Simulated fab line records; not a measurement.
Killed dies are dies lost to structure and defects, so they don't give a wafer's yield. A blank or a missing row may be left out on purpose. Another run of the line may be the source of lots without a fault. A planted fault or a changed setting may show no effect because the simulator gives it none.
fab line records    flow nandHarc
record lots=5  wafers=15  lastDay=24
route steps=1159 shown P_STI@107 P_GATE@110 END@1159
lots with no fault: from the same line, run without faults
startH: the number of hours between the record's first day and the start of the first shown wafer of the lot    waitH: hours since the lot's step before    " repeats the value in the row above    L1.1+2: a row that stands for several wafers    - value missing, or start not given    * or withheld: withheld    < > ~ a bound
route shown NAME@n: a module of which the file shows steps, and the number in the route of the first    usual: mean/standard deviation of fault-free wafers    same: alike in all rows    chamber/n: place in a boat    sites: readings site by site    _std_site: standard deviation of those values    _edge_site: inner sites' mean taken away from outer sites' mean    radiusMm: how far each site lies from the wafer's centre    mask NAME#n: copy n    behind: the most recent tool/chamber to have shaped the wafer    hold: why the lot was held/for how many hours/how that ended    device: the transistor (n, p or np) that didn't switch    end of line: the same wafers' tests at the end of the route    step lacking rows: just its recipe    killed: not the wafer's yield, but the dies lost to structure and defects at the first sort    map: the dies of a wafer, with x for killed, . for not killed, _ for no die there
set.NAME: the setting as run; set.NAME@STEP: as run at that earlier step    model.NAME: the simulator's own value behind a step, which no gauge read
lots at selected steps of the route; one table per step, one row per wafer
services: from which hour (startH, from the record's first day; less than 0 if before it) a tool's chamber was out of use, for how many hours, and why
## steps
# step NHARC_P_STI_SRD_39
# step NHARC_P_STI_OXIDE_40
# recipe targetThkA=100  tempC=900  oxTimeS=1362  material=SiO2
# step NHARC_P_STI_INSPECT_25
# usual rawDefectCount=242/86
lot.wafer  tool              chamber  startH  waitH  rawDefectCount
L442.1     defectInspect-01  -        81.01   0.4    135
L442.2     "                 -        "       "      191
L442.4     "                 -        "       "      119
L445.3     defectInspect-01  -        95.80   0.4    123
L445.4     "                 -        "       "      193
L445.5     "                 -        "       "      139
L454.2     defectInspect-02  -        143.28  0.4    431
L454.4     "                 -        "       "      425
L454.5     "                 -        "       "      285
L452.2     defectInspect-01  -        143.29  0.4    210
L452.4     "                 -        "       "      273
L452.5     "                 -        "       "      287
L461.1     defectInspect-01  -        191.64  0.4    174
L461.2     "                 -        "       "      321
L461.5     "                 -        "       "      195
# step NHARC_P_GATE_ETCH_69
# recipe targetDepthA=140  chemistry=dHF  material=SiO2
# step NHARC_P_GATE_PRECLEAN_70
# recipe timeS=*  tempC=50  bathAgeMin=0  chemistry=SC1
# step NHARC_P_GATE_SRD_01
# step NHARC_P_GATE_OXIDE_02
# recipe targetThkA=375  tempC=950  pH2oTorr=720  oxTimeS=365  material=SiO2
# step NHARC_P_GATE_DEHYDRATE_03
# recipe tempC=150  timeS=120
# step NHARC_P_GATE_HMDS_04
# recipe timeS=30
# step NHARC_P_GATE_COAT_05
# recipe spinRpm=4690
# step NHARC_P_GATE_SOFTBAKE_06
# recipe tempC=122  timeS=95
# step NHARC_P_GATE_EBR_07
# step NHARC_P_GATE_EXPOSE_08
# recipe na=0.6  doseMj=16.75  maskId=P_HV
# usual reticleTempC=23.00/0.11
lot.wafer  tool           chamber  startH  waitH  mask     reticleTempC
L442.1     krfScanner-04  0        88.69   -      P_HV#0   23.00
L442.2     "              0        "       "      P_HV#0   23.07
L442.4     "              0        "       "      P_HV#0   23.04
L445.3     krfScanner-04  0        103.86  -      P_PSD#0  23.23
L445.4     "              0        "       "      P_PSD#0  23.10
L445.5     "              0        "       "      P_PSD#0  22.98
L452.2     krfScanner-02  0        151.45  -      P_HV#0   22.97
L452.4     "              0        "       "      P_HV#0   23.06
L452.5     "              0        "       "      P_HV#0   23.08
L454.2     krfScanner-01  0        151.61  -      P_HV#0   23.03
L454.4     "              0        "       "      P_HV#0   22.96
L454.5     "              0        "       "      P_HV#0   22.90
L461.1     krfScanner-02  0        199.87  -      P_HV#0   22.97
L461.2     "              0        "       "      P_HV#0   23.15
L461.5     "              0        "       "      P_HV#0   23.00
# step NHARC_P_GATE_PEB_09
# recipe pebTempC=118  pebTimeS=85
# step NHARC_P_GATE_DEVELOP_10
# recipe timeS=70
# step NHARC_P_GATE_CD_MEAS_11
# recipe targetCdNm=1640  landingEnergyEv=500
# usual cdNm=1639.8/2.3
lot.wafer  tool      chamber  startH  waitH  cdNm
L442.1     cdSem-03  0        88.85   -      1642.1
L442.2     "         0        "       "      1640.8
L442.4     "         0        "       "      1640.4
L445.3     cdSem-03  0        104.01  -      -
L445.4     "         0        "       "      -
L445.5     "         0        "       "      -
L452.2     cdSem-02  0        151.60  -      1637.8
L452.4     "         0        "       "      1636.4
L452.5     "         0        "       "      1640.4
L454.2     cdSem-01  0        151.76  -      1635.8
L454.4     "         0        "       "      1637.1
L454.5     "         0        "       "      1635.4
L461.1     cdSem-03  0        200.03  -      1640.2
L461.2     "         0        "       "      1638.6
L461.5     "         0        "       "      1641.2
# step NHARC_P_GATE_HARDBAKE_12
# recipe tempC=125  timeS=80
# step NHARC_END_SORT_01
# recipe tempC=25
# usual killedAtArray=28/10  killedAtOther=0.5/0.82  killedAtPeriphery=3.4/2.2  killedDies=31/10  killedOpen=3.4/1.9  killedShort=1.9/1.3
# same grossDies=677
lot.wafer  tool       chamber  startH  waitH  killedAtArray  killedAtOther  killedAtPeriphery  killedDies  killedOpen  killedShort
L445.3     prober-01  0        482.10  3.1    22             0              655                677         6           2
L445.4     prober-01  0        482.88  3.3    20             0              657                677         2           1
L445.5     prober-01  0        483.65  3.6    19             0              658                677         4           3
L452.2     prober-02  0        556.02  2.8    39             0              2                  41          6           2
L452.4     prober-02  0        557.59  3.4    26             0              5                  31          7           2
L452.5     prober-02  0        558.37  3.6    25             0              4                  29          4           1
# killed by level:class
L445.3 P_GATE:areaExpose=649 A_SLIT:chamberFilmFlake=7 A_CONTACT:chamberFilmFlake=5 P_CONTACT:geometricParticle:open=3 A_CHANNEL_HOLE_D1:chamberFilmFlake=3 A_M1:chamberFilmFlake=2 P_GATE:geometricParticle:short=1 A_ONON_D1:geometricParticle:open=1
L445.4 P_GATE:areaExpose=655 A_SLIT:chamberFilmFlake=9 A_CONTACT:chamberFilmFlake=4 A_CHANNEL_HOLE_D1:chamberFilmFlake=2 A_STAIRCASE:chamberFilmFlake=2 P_CONTACT:geometricParticle:open=1 A_M0:geometricParticle:short=1 A_M0:geometricParticle:open=1
L445.5 P_GATE:areaExpose=656 A_SLIT:chamberFilmFlake=6 A_CONTACT:chamberFilmFlake=6 A_CONTACT:geometricParticle:open=2 P_CONTACT:geometricParticle:open=1 P_BONDPAD:geometricParticle:short=1 A_ONON_D1:geometricParticle:open=1 A_ONON_D1:geometricParticle:short=1
L452.2 A_CHANNEL_HOLE_D1:chamberFilmFlake=20 A_STAIRCASE:chamberFilmFlake=5 A_BLC:chamberFilmFlake=4 A_CONTACT:chamberFilmFlake=3 A_CONTACT:geometricParticle:open=2 A_M0:geometricParticle:open=2 P_M2:geometricParticle:open=1 A_CHANNEL_FILL_D1:geometricParticle:open=1
L452.4 A_CHANNEL_HOLE_D1:chamberFilmFlake=13 P_M0:geometricParticle:open=2 A_CONTACT:geometricParticle:open=2 A_STAIRCASE:chamberFilmFlake=2 A_CONTACT:chamberFilmFlake=2 A_BLC:chamberFilmFlake=2 P_CONTACT:geometricParticle:open=1 P_M0:geometricParticle:short=1
L452.5 A_CHANNEL_HOLE_D1:chamberFilmFlake=18 P_M0:geometricParticle:open=2 A_CONTACT:chamberFilmFlake=2 P_GATE:geometricParticle:open=1 A_CONTACT:geometricParticle:open=1 A_CONTACT:geometricParticle:short=1 P_STI:chamberFilmFlake=1 A_ZERO_WELL:chamberFilmFlake=1
# map L445.3 (x killed, . not)
____________x____________
_________xxxxxxx_________
_______xxxxxxxxxxx_______
______xxxxxxxxxxxxx______
_____xxxxxxxxxxxxxxx_____
____xxxxxxxxxxxxxxxxx____
____xxxxxxxxxxxxxxxxx____
___xxxxxxxxxxxxxxxxxxx___
___xxxxxxxxxxxxxxxxxxx___
__xxxxxxxxxxxxxxxxxxxxx__
__xxxxxxxxxxxxxxxxxxxxx__
_xxxxxxxxxxxxxxxxxxxxxxx_
_xxxxxxxxxxxxxxxxxxxxxxx_
_xxxxxxxxxxxxxxxxxxxxxxx_
_xxxxxxxxxxxxxxxxxxxxxxx_
_xxxxxxxxxxxxxxxxxxxxxxx_
xxxxxxxxxxxxxxxxxxxxxxxxx
xxxxxxxxxxxxxxxxxxxxxxxxx
xxxxxxxxxxxxxxxxxxxxxxxxx
xxxxxxxxxxxxxxxxxxxxxxxxx
xxxxxxxxxxxxxxxxxxxxxxxxx
_xxxxxxxxxxxxxxxxxxxxxxx_
_xxxxxxxxxxxxxxxxxxxxxxx_
_xxxxxxxxxxxxxxxxxxxxxxx_
_xxxxxxxxxxxxxxxxxxxxxxx_
_xxxxxxxxxxxxxxxxxxxxxxx_
__xxxxxxxxxxxxxxxxxxxxx__
__xxxxxxxxxxxxxxxxxxxxx__
___xxxxxxxxxxxxxxxxxxx___
___xxxxxxxxxxxxxxxxxxx___
____xxxxxxxxxxxxxxxxx____
____xxxxxxxxxxxxxxxxx____
_____xxxxxxxxxxxxxxx_____
______xxxxxxxxxxxxx______
_______xxxxxxxxxxx_______
_________xxxxxxx_________
____________x____________
# map L442.1 (x killed, . not)
____________.____________
_________......._________
_______..........._______
______.............______
_____..............._____
____.................____
____.................____
___..........x.......x___
___...................___
__...x.................__
__.....................__
_......................._
_.......x..........x...._
_...................x..._
_........x.............._
_......................._
.....................x..x
.......................x.
.........................
.........................
..............x..........
_................x......_
_......................._
_......................._
_......................._
_.......x...........x..._
__....xx.x.............__
__..x..xx...........x..__
___..x.x..............___
___...x....x.........x___
____.x...xx..x.....x.____
____.x..x............____
_____..x............_____
______x............______
_______.......x..._______
_________......._________
____________.____________
## services
tool           chamber  startH  hours  kind
krfScanner-01  -        84.00   4.0    pm
krfScanner-02  -        110.35  0.3    repair
krfScanner-04  -        126.00  4.0    pm
## key
firstSign step=NHARC_P_GATE_EXPOSE_08  reading=mask  direction=changed
effect step=NHARC_P_GATE_CD_MEAS_11  reading=cdNm  direction=missing
effect step=NHARC_END_SORT_01  reading=killedAtPeriphery  direction=up  sigmas=99+  usual=3.4  struck=656.7
moreKillsBornAt NHARC_P_GATE_EXPOSE_08@krfScanner-04=1960
metAt NHARC_P_GATE_EXPOSE_08
struckWafers L445.3,L445.4,L445.5
laterRowsLeftOut L445.3,L445.4,L445.5
testerLeftOut L445
onsetBetween 88.69 103.86
fault kind=wrongMask  tool=any  chamber=-  onsetH=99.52  steps=NHARC_P_GATE_EXPOSE_08  auxCopy=P_PSD#0  scope=struckLotsOnly
# testerLeftOut: of these lots the tester's yield and bins aren't shown, on N5 and GAA mostly nor the transistor test; their killed dies are dies lost to structure and defects alone, not to doping, threshold or leakage, so they don't give the yield
# laterRowsLeftOut: the simulator's readings of these wafers behind a module that went badly wrong aren't trusted and aren't shown, but for the sort
